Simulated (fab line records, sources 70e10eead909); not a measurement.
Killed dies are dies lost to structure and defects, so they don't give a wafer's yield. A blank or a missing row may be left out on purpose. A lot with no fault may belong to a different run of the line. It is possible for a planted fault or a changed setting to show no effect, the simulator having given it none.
Which tool is to blame?	flow nand-harc	Sampling: 14 lots, 42 wafers, 5 of 1302 route steps

## WHAT THE GAUGES SHOWED, per wafer
NHARC_P_STI_CD_MEAS_09: target cd 200 nm.
lot	measured	on	cd-nm (nm)
L304	day 7 20:23	cd-sem-03	203.2 203.7 203.7
L305	day 8 04:46	cd-sem-02	199.1 205.6 203.2
L306	day 8 14:36	cd-sem-03	205.7 200.7 204.4
L307	day 9 02:17	cd-sem-03	200.9 205.6 200.9
L308	day 9 11:25	cd-sem-02	201.3 204.6 200.8
L309	day 10 00:56	cd-sem-02	204.3 204.2 201.7
L310	day 10 11:20	cd-sem-03	200.5 203.5 197.9
L311	day 10 22:48	cd-sem-01	202.7 197.4 198.6
L312	day 11 04:00	cd-sem-02	200.9 204.5 202.3
L313	day 11 14:07	cd-sem-03	201.2 200.5 200.8
L314	day 11 22:16	cd-sem-02	200.5 206.3 201.7
L315	day 12 10:47	cd-sem-01	202.7 202.7 201.2

NHARC_P_GATE_CD_MEAS_26: target cd 120 nm.
lot	measured	on	cd-nm (nm)
L304	day 9 23:01	cd-sem-02	120.8 120.0 119.8
L305	day 10 05:44	cd-sem-03	119.6 120.9 120.0
L306	day 10 23:38	cd-sem-02	122.6 121.2 121.9
L307	day 11 05:30	cd-sem-01	119.5 120.3 119.8
L308	day 11 20:08	cd-sem-02	119.0 118.6 120.0
L309	day 12 04:34	cd-sem-01	121.0 121.8 122.0
L310	day 12 20:31	cd-sem-02	121.4 120.1 120.6
L311	day 13 03:45	cd-sem-03	120.3 121.6 120.8
L312	day 13 08:10	cd-sem-01	121.5 120.6 120.7
L313	day 13 20:47	cd-sem-02	120.2 121.3 121.3
L314	day 13 20:38	cd-sem-01	121.5 120.5 119.9
L315	day 14 13:53	cd-sem-03	120.7 121.0 120.2

NHARC_END_SORT_01.
lot	measured	on	killed-at-array	killed-at-other	killed-at-periphery	killed-dies	killed-open	killed-short
L296	day 26 00:58	prober-02	38 43 42	1 0 1	638 634 634	677 677 677	3 2 1	2 3 3
L297	day 25 15:37	prober-02	57 63 66	0 2 0	620 612 611	677 677 677	4 2 2	2 4 0

## TOOL THAT RAN EACH LOT (tool first, then ch and the chambers of the sampled wafers, then the start)
lot	NHARC_P_ZERO_WELL_IMPLANT_60	NHARC_P_GATE_DEP_103
L296	implanter-01, day 3 16:52	-
L297	implanter-01, day 4 02:55	-
L304	implanter-01 ch 0, day 7 00:59	pecvd-01 ch 0,2, day 9 22:20
L305	implanter-01 ch 0, day 7 10:41	pecvd-02 ch 0,1,2, day 10 05:08
L306	implanter-01 ch 0, day 7 20:42	pecvd-03 ch 0,1, day 10 23:05
L307	implanter-02 ch 0, day 8 08:22	pecvd-01 ch 0,1,2, day 11 05:01
L308	implanter-02 ch 0, day 8 16:46	pecvd-03 ch 0,1,2, day 11 19:33
L309	implanter-01 ch 0, day 9 03:04	pecvd-01 ch 0,1, day 12 04:03
L310	implanter-01 ch 0, day 9 12:55	pecvd-03 ch 0,1, day 12 19:58
L311	implanter-01 ch 0, day 10 04:17	pecvd-02 ch 0,1,2, day 13 03:13
L312	implanter-02 ch 0, day 10 08:46	pecvd-03 ch 0,1, day 13 07:29
L313	implanter-02 ch 0, day 10 18:47	pecvd-02 ch 0,1, day 13 19:58
L314	implanter-01 ch 0, day 11 04:57	pecvd-01 ch 0,2, day 13 20:01
L315	implanter-01 ch 0, day 11 14:58	pecvd-01 ch 1,2, day 14 13:22
- NHARC_P_ZERO_WELL_IMPLANT_60
- NHARC_P_GATE_DEP_103: deposits SiON, target thk 30 nm.

## WHAT THE TOOLS THEMSELVES READ (means of the sampled wafers that have a number; where no wafer has one, the mark that the record gives instead)
NHARC_P_ZERO_WELL_IMPLANT_60.
lot	tool	beam-energy-keV	beam-on-s (s)	end-station-pressure-torr (Torr)
L296	implanter-01	-	-	-
L297	implanter-01	-	-	-
L304	implanter-01	30.000	9.90	5e-06
L305	implanter-01	29.985	10.15	5e-06
L306	implanter-01	30.009	9.84	5e-06
L307	implanter-02	30.008	10.13	5e-06
L308	implanter-02	30.004	9.79	5e-06
L309	implanter-01	29.999	10.09	5e-06
L310	implanter-01	30.003	10.07	5e-06
L311	implanter-01	30.000	10.08	5e-06
L312	implanter-02	30.009	9.81	5e-06
L313	implanter-02	30.008	10.01	5e-06
L314	implanter-01	30.009	10.01	5e-06
L315	implanter-01	29.997	9.87	5e-06

NHARC_P_GATE_DEP_103.
lot	tool	heater-power-w (W)
L304	pecvd-01	729
L305	pecvd-02	689
L306	pecvd-03	673
L307	pecvd-01	827
L308	pecvd-03	668
L309	pecvd-01	730
L310	pecvd-03	620
L311	pecvd-02	735
L312	pecvd-03	616
L313	pecvd-02	691
L314	pecvd-01	768
L315	pecvd-01	847

## THE ANSWER, worked out from the rows above alone
Rule: what is usual is taken from the lots themselves. The widest of any qualifying gaps counts: lots, ordered by their means at a reading, are off when they make up no more than a third of the lots, leave a main group of 4 or more, and stand apart from it by 3 or more times the standard deviation of that group's means. The tables above print the reading to a certain number of digits; a main group whose means all agree to those digits is not used. A lot without any number at a reading at which 4 lots or more have one is off too. All remaining lots with rows at the step are treated as sound. After the gauges, taken in route order, come the tools' own readings; for these a lot's mean is taken, as printed above. At the first step where some lot is off, the reading lying furthest off is the one used; lots without a number count as furthest.
Off: L296, L297, at NHARC_P_ZERO_WELL_IMPLANT_60 (beam-energy-keV). Without a number there: L296, L297. Main group: mean 30.003, sd 0.0068.
If a tool, at that step or one of the process steps before it, ran each lot that is off and ran no sound lot following the first of them, it fits. None of those tried fits.

## WHAT THE SIMULATOR HAD PUT IN
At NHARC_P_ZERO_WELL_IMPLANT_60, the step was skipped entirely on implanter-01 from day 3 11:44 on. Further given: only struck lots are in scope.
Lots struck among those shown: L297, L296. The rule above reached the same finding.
